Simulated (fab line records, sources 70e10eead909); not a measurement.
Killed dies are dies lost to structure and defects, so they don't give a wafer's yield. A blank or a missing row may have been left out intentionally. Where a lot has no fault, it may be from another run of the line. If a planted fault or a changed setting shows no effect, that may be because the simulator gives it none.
Chamber matching    flow nandHarc    pecvd-03 running NHARC_A_M0_PRE_CLEAN_31: 3 sister chambers
The step time 12 s. 14 wafers are shown with their chamber, then 7 later ones without.

WAFERS, EACH WITH ITS CHAMBER
wafer   chamber  heaterPowerW (W)
L674.1  0        575
L674.2  2        683
L674.6  1        687
L675.1  1        669
L675.2  0        655
L675.5  2        684
L677.1  0        671
L677.3  1        735
L677.6  0        658
L676.2  0        552
L676.3  2        680
L676.4  0        564
L683.1  1        767
L683.4  2        665

SIGNATURES (averages over the wafers above)
reading       chamber 0  chamber 1  chamber 2  scatter within a chamber
heaterPowerW  612.50     714.50     678.00     43.6
Rule: for a wafer and a chamber, the distance is found by dividing, reading by reading, the gap between the wafer's reading and the chamber's mean by the reading's scatter, squaring, summing and taking the root. If the next closest chamber is less than 2 further off than the closest, the wafer can't be placed; otherwise it belongs to the closest. The scatter is the square root of a quotient: the sum, over the shown wafers, of each reading's squared deviation from its chamber's mean, divided by wafers minus chambers.

WAFERS WITH NO CHAMBER GIVEN
wafer   heaterPowerW (W)
L683.6  643
L692.2  693
L692.3  657
L692.4  656
L695.1  616
L695.3  662
L695.5  627

WHICH CHAMBER EACH ONE RAN IN
wafer   from the rows above           in truth
L683.6  can't be placed: 0 or 2 or 1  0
L692.2  can't be placed: 2 or 1 or 0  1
L692.3  can't be placed: 2 or 0 or 1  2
L692.4  can't be placed: 2 or 0 or 1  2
L695.1  can't be placed: 0 or 2       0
L695.3  can't be placed: 2 or 0 or 1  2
L695.5  can't be placed: 0 or 2 or 1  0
Placed correctly: 0 of 7. Can't be placed from these rows: 7 (the true chamber is among the candidates in 7). Wrongly placed: 0.
